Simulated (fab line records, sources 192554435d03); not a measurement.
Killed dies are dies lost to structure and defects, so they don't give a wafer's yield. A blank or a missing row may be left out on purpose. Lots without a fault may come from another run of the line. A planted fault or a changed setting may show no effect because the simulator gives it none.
Chamber matching | flow n5_finfet | N5_BEOL_M9_STRIP_19 on rie_diel-05: 4 sister chambers
The step strips in O2. 8 wafers are shown with their chamber, then 6 later ones without.

WAFERS WITH THEIR CHAMBER
wafer  | chamber | drypump_motor_current_A (A) | oes_product_au (a.u.)
L274.5 | 3       | 5.8                         | 0.92
L279.6 | 3       | 5.7                         | 0.89
L281.2 | 1       | 6.0                         | 0.71
L281.3 | 0       | 6.1                         | 0.97
L281.6 | 1       | 6.0                         | 0.71
L284.2 | 0       | 6.1                         | 0.95
L284.4 | 2       | 5.0                         | 0.70
L284.5 | 2       | 5.0                         | 0.70

WAFERS WITHOUT THEIR CHAMBER
wafer  | drypump_motor_current_A (A) | oes_product_au (a.u.)
L285.3 | 6.1                         | 0.93
L285.4 | 6.0                         | 0.71
L285.5 | 5.8                         | 0.87
L286.1 | 5.7                         | 0.87
L286.3 | 6.1                         | 0.94
L286.4 | 6.0                         | 0.70

WHICH CHAMBER EACH WENT THROUGH
wafer  | from the rows above | in truth
L285.3 | 0                   | 0
L285.4 | 1                   | 1
L285.5 | 3                   | 3
L286.1 | 3                   | 3
L286.3 | 0                   | 0
L286.4 | 1                   | 1
Placed correctly: 6 of 6. Can't be placed from these rows: 0. Placed wrongly: 0.
How it was worked out, from the rows above alone: a wafer's distance from a chamber is the root of the sum, over the readings, of the square of ((its reading less the chamber's mean) divided by the reading's scatter). The wafer belongs to the nearest chamber; if the next one is less than 2 further off, it can't be placed. A chamber's mean is the mean of its shown wafers. The scatter: the root of (the sum of the squares of (reading less its chamber's mean) over the shown wafers, divided by (wafers less chambers)).
